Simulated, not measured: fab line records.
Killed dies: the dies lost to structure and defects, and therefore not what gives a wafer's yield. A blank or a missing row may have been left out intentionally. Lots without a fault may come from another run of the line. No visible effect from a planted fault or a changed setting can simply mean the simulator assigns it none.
Matching of chambers :: flow n5-finfet :: N5_GATE_CUT_PECVD_57 on pecvd-03: 3 sister chambers
The step deposits SiNx from SiH4/NH3/N2, target thk 21 nm. 14 wafers are shown with their chamber, then 7 later ones without.

## WAFERS, EACH WITH ITS CHAMBER
wafer: L074.4
chamber: 2
throttle-valve-pct (%): 42.6
heater-power-w (W): 689
showerhead-plenum-p-Torr (Torr): 5.15

wafer: L074.5
chamber: 2
throttle-valve-pct (%): 42.5
heater-power-w (W): 694
showerhead-plenum-p-Torr (Torr): 5.14

wafer: L074.6
chamber: 1
throttle-valve-pct (%): 41.0
heater-power-w (W): 814
showerhead-plenum-p-Torr (Torr): 5.20

wafer: L075.2
chamber: 2
throttle-valve-pct (%): 42.3
heater-power-w (W): 677
showerhead-plenum-p-Torr (Torr): 5.14

wafer: L075.4
chamber: 1
throttle-valve-pct (%): 40.9
heater-power-w (W): 978
showerhead-plenum-p-Torr (Torr): 5.20

wafer: L075.6
chamber: 1
throttle-valve-pct (%): 40.6
heater-power-w (W): 960
showerhead-plenum-p-Torr (Torr): 5.19

wafer: L082.2
chamber: 0
throttle-valve-pct (%): 39.1
heater-power-w (W): 791
showerhead-plenum-p-Torr (Torr): 5.18

wafer: L082.3
chamber: 0
throttle-valve-pct (%): 39.4
heater-power-w (W): 788
showerhead-plenum-p-Torr (Torr): 5.18

wafer: L082.5
chamber: 2
throttle-valve-pct (%): 42.5
heater-power-w (W): 686
showerhead-plenum-p-Torr (Torr): 5.13

wafer: L086.3
chamber: 1
throttle-valve-pct (%): 40.9
heater-power-w (W): 949
showerhead-plenum-p-Torr (Torr): 5.18

wafer: L086.4
chamber: 0
throttle-valve-pct (%): 39.1
heater-power-w (W): 805
showerhead-plenum-p-Torr (Torr): 5.18

wafer: L086.5
chamber: 1
throttle-valve-pct (%): 41.1
heater-power-w (W): 925
showerhead-plenum-p-Torr (Torr): 5.18

wafer: L087.3
chamber: 0
throttle-valve-pct (%): 39.1
heater-power-w (W): 729
showerhead-plenum-p-Torr (Torr): 5.19

wafer: L087.5
chamber: 1
throttle-valve-pct (%): 40.7
heater-power-w (W): 980
showerhead-plenum-p-Torr (Torr): 5.20

SIGNATURES, as means of the wafers listed above
reading: throttle-valve-pct
chamber 0: 39.175
chamber 1: 40.867
chamber 2: 42.475
scatter within a chamber: 0.162

reading: heater-power-w
chamber 0: 778.25
chamber 1: 934.33
chamber 2: 686.50
scatter within a chamber: 45.7

reading: showerhead-plenum-p-Torr
chamber 0: 5.1825
chamber 1: 5.1917
chamber 2: 5.1400
scatter within a chamber: 0.0083
Rule: distance of a wafer from a chamber = root of the sum over the readings of ((wafer's reading minus chamber's mean) / reading's scatter) squared. If the next closest chamber is less than 2 further off than the closest, the wafer can't be placed; otherwise it belongs to the closest. The scatter: the root of (the sum of the squares of (reading less its chamber's mean) over the shown wafers, divided by (wafers less chambers)).

## WAFERS WHOSE CHAMBER IS MISSING
wafer: L087.6
throttle-valve-pct (%): 42.4
heater-power-w (W): 713
showerhead-plenum-p-Torr (Torr): 5.12

wafer: L088.1
throttle-valve-pct (%): 39.4
heater-power-w (W): 869
showerhead-plenum-p-Torr (Torr): 5.19

wafer: L088.2
throttle-valve-pct (%): 42.4
heater-power-w (W): 753
showerhead-plenum-p-Torr (Torr): 5.15

wafer: L088.5
throttle-valve-pct (%): 39.3
heater-power-w (W): 881
showerhead-plenum-p-Torr (Torr): 5.18

wafer: L089.1
throttle-valve-pct (%): 40.8
heater-power-w (W): 965
showerhead-plenum-p-Torr (Torr): 5.18

wafer: L089.3
throttle-valve-pct (%): 39.2
heater-power-w (W): 883
showerhead-plenum-p-Torr (Torr): 5.19

wafer: L089.4
throttle-valve-pct (%): 40.8
heater-power-w (W): 977
showerhead-plenum-p-Torr (Torr): 5.18

## THE CHAMBER EACH PASSED THROUGH
wafer: L087.6
from the rows above: 2
in truth: 2

wafer: L088.1
from the rows above: 0
in truth: 0

wafer: L088.2
from the rows above: 2
in truth: 2

wafer: L088.5
from the rows above: 0
in truth: 0

wafer: L089.1
from the rows above: 1
in truth: 1

wafer: L089.3
from the rows above: 0
in truth: 0

wafer: L089.4
from the rows above: 1
in truth: 1
7 of 7 placed correctly. Number that these rows cannot place: 0. Placed wrongly: 0.
